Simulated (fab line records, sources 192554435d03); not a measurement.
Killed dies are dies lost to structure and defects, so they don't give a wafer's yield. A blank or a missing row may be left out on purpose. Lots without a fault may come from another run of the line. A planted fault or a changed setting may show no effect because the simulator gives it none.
A struck lot beside a sound one | flow n5_finfet | 15 steps out of a route of 1938
Sound: wafers L264.2, L264.4, L264.6. Struck: wafers L272.4, L272.5, L272.6. The cause comes at the end.
At each step with rows: each side's tool, then ch and its chambers, then its first start. Under that, the readings that differ: sound wafers | struck wafers | difference of the means | sigmas: that difference in standard deviations of wafers without a fault.
alike: readings whose means differ by less than 2 such deviations, and words and numbers that are the same on both sides. not compared: withheld readings, readings that some wafer has no value for, bounds like >300 that may hide the same value, and numbers for which the record gives no deviation and whose values overlap.
The two part at a step that has a row with sigmas, a row that says differs or no value, or rows on one side only. Numbers that don't overlap but have no deviation are shown without sigmas and don't part them. A reading that every wafer of one side lacks parts them only if that side has two wafers or more.

first, 1 step without rows for these wafers: N5_BEOL_M15_HARDBAKE_14 (time 120 s).
N5_BEOL_M15_CD_MEAS_10: target cd 360 nm.
  sound on cd_sem-01 ch 0, day 12 00:58; struck on cd_sem-01 ch 0, day 13 09:10
  reading    | sound             | struck            | difference | sigmas
  cd_nm (nm) | 359.5 359.6 358.4 | 363.1 363.5 362.3 | +3.8       | +3
N5_BEOL_M15_OVL_MEAS_11:
  sound on overlay-01 ch 0, day 12 01:00; struck on overlay-01 ch 0, day 13 09:12
  reading      | sound     | struck | difference | sigmas
  V14_OVL (nm) | -6 -6 -10 | 2 -1 9 | +11        | +2
N5_BEOL_M15_INSPECT_12: inspects for defects (macro).
  sound on defect_inspect-02, day 12 01:01; struck on defect_inspect-02, day 13 09:13
  alike: raw_defect_count
N5_BEOL_M15_DESCUM_15: chemistry O2, time 7.9 s.
  sound on rie_diel-04 ch 1,2,3, day 12 01:03; struck on rie_diel-03 ch 0,2,3, day 13 09:16
  alike: drypump_motor_current_A, oes_product_au, rf_vpp_V, showerhead_plenum_p_Torr, throttle_valve_pct
  not compared: rf_hours_counter_h
then, 1 step without rows for these wafers: N5_BEOL_M15_ETCH_59 (etches BARC in N2/H2, target depth 89 nm, overetch 26.7 nm, time 67.9 s).
N5_BEOL_M15_VIA_ETCH_16: etches SiO2 in C4F8/O2/Ar, target depth 1792.2 nm.
  sound on rie_diel-04 ch 1,2,3, day 12 01:08; struck on rie_diel-03 ch 0,2,3, day 13 09:20
  alike: drypump_motor_current_A, oes_product_au, rf_vpp_V, showerhead_plenum_p_Torr, throttle_valve_pct
N5_BEOL_M15_STRIP_63: strips in O2.
  sound on rie_diel-04 ch 1,2,3; struck on rie_diel-03 ch 0,2,3
  alike: drypump_motor_current_A, oes_product_au, rf_vpp_V, showerhead_plenum_p_Torr, throttle_valve_pct
  not compared: rf_hours_counter_h
N5_BEOL_M15_STRIP_64: strips in O2.
  sound on rie_diel-04 ch 1,2,3; struck on rie_diel-03 ch 0,2,3
  alike: drypump_motor_current_A, oes_product_au, rf_vpp_V, showerhead_plenum_p_Torr, throttle_valve_pct
  not compared: rf_hours_counter_h
then, 2 steps without rows for these wafers: N5_BEOL_M15_STRIP_65 (strips in post etch residue remover, time 60 s); N5_BEOL_M15_SRD_66 (time 30 s, dry time 30 s).
N5_BEOL_M15_CD_MEAS_17: target cd 360 nm.
  sound on cd_sem-01, day 12 01:33; struck on cd_sem-02, day 13 09:46
  reading    | sound             | struck            | difference | sigmas
  cd_nm (nm) | 361.6 361.2 358.5 | 365.1 365.3 365.2 | +4.8       | +2
N5_BEOL_M15_COAT_56: time 60 s, resist thk 550 nm.
  sound on litho_track-03 ch 0, day 12 01:35; struck on litho_track-04 ch 0, day 13 09:48
  reading                  | sound                | struck               | difference | sigmas
  heater_power_total_W (W) | 498.7 497.8 498.7    | 529.4 526.4 529.7    | +30.1      | +17
  plate_temp_C (C)         | 250.07 250.20 250.22 | 260.19 260.28 260.46 | +10.15     | +60
  alike: dispense_pressure_kPa
N5_BEOL_M15_ETCH_57: etches SOC in N2/H2, time 750 s.
  sound on rie_diel-03 ch 1,3, day 12 01:45; struck on rie_diel-03 ch 1,2, day 13 09:51
  alike: drypump_motor_current_A, h2_flow_sccm, oes_product_au, rf_vpp_V, showerhead_plenum_p_Torr, throttle_valve_pct
  not compared: rf_hours_counter_h
N5_PASSIVATION_PROBE_49:
  sound on prober-01, day 12 23:05; struck on prober-01, day 14 06:04
  alike: defect_limited_yield, killed_at_M0_to_M3, killed_at_M4_up, killed_at_contacts, killed_at_front_end, killed_at_other, killed_dies, killed_on_rim, killed_open, killed_short, sort_bin_5_function, sort_bin_6_memory, sort_n_pass, sort_yield_pct

WHERE THEY PART
First at N5_BEOL_M15_CD_MEAS_10; last, within this record, at N5_BEOL_M15_COAT_56. Later steps at which nothing parts them and some readings are alike: N5_BEOL_M15_ETCH_57, N5_PASSIVATION_PROBE_49.

WHY: what the simulator had put in
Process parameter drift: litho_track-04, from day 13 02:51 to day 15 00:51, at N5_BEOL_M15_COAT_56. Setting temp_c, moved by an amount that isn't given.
